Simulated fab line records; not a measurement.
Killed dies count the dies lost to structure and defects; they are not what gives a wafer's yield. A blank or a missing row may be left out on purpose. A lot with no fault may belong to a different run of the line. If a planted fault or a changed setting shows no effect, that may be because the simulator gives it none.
Matching of chambers / flow nandHarc / NHARC_P_M2_ETCH_35 on rieDiel-12 has 4 sister chambers
The step etches the open film in N2/H2, target depth 40 nm, overetch 12 nm, time 43.94 s. 8 wafers are shown with their chamber, then 9 later ones without.

## WAFERS WITH THEIR CHAMBER
wafer=L085.2; chamber=2; rfVppV (V)=429.3; oesProductAu (a.u.)=1.008
wafer=L089.1; chamber=2; rfVppV (V)=428.9; oesProductAu (a.u.)=0.982
wafer=L089.3; chamber=0; rfVppV (V)=425.7; oesProductAu (a.u.)=1.008
wafer=L090.1; chamber=1; rfVppV (V)=433.1; oesProductAu (a.u.)=0.987
wafer=L090.4; chamber=3; rfVppV (V)=429.2; oesProductAu (a.u.)=0.985
wafer=L091.3; chamber=3; rfVppV (V)=428.6; oesProductAu (a.u.)=0.983
wafer=L091.5; chamber=0; rfVppV (V)=427.2; oesProductAu (a.u.)=1.000
wafer=L091.6; chamber=1; rfVppV (V)=432.1; oesProductAu (a.u.)=0.974

## WAFERS MISSING THEIR CHAMBER
wafer=L092.1; rfVppV (V)=427.2; oesProductAu (a.u.)=0.985
wafer=L092.2; rfVppV (V)=425.3; oesProductAu (a.u.)=1.005
wafer=L092.5; rfVppV (V)=425.3; oesProductAu (a.u.)=1.008
wafer=L094.1; rfVppV (V)=429.2; oesProductAu (a.u.)=0.996
wafer=L094.2; rfVppV (V)=429.8; oesProductAu (a.u.)=0.987
wafer=L094.5; rfVppV (V)=426.9; oesProductAu (a.u.)=1.020
wafer=L095.1; rfVppV (V)=426.1; oesProductAu (a.u.)=1.019
wafer=L095.4; rfVppV (V)=430.7; oesProductAu (a.u.)=0.990
wafer=L095.5; rfVppV (V)=430.1; oesProductAu (a.u.)=0.992

## WHICH CHAMBER EACH WENT THROUGH
wafer=L092.1; from the rows above=can't be placed: 0 or 3 or 2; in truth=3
wafer=L092.2; from the rows above=0; in truth=0
wafer=L092.5; from the rows above=0; in truth=0
wafer=L094.1; from the rows above=can't be placed: 2 or 3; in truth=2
wafer=L094.2; from the rows above=can't be placed: 2 or 3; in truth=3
wafer=L094.5; from the rows above=0; in truth=0
wafer=L095.1; from the rows above=0; in truth=0
wafer=L095.4; from the rows above=can't be placed: 2 or 3 or 1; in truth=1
wafer=L095.5; from the rows above=can't be placed: 2 or 3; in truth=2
Correct placement for 4 of the 9. From these rows, 5 cannot be placed; in 5 the true chamber is one of the candidates. Placed wrongly: 0.
How it was worked out, from the rows above alone: a wafer's distance from a chamber is the root of the sum, over the readings, of the square of ((its reading less the chamber's mean) divided by the reading's scatter). If the next closest chamber is less than 2 further off than the closest, the wafer can't be placed; otherwise it belongs to the closest. Each chamber's mean is taken over the wafers shown for it. The scatter: take each reading less its chamber's mean, square it, sum over the shown wafers, divide by the number of wafers less the number of chambers, and take the root.
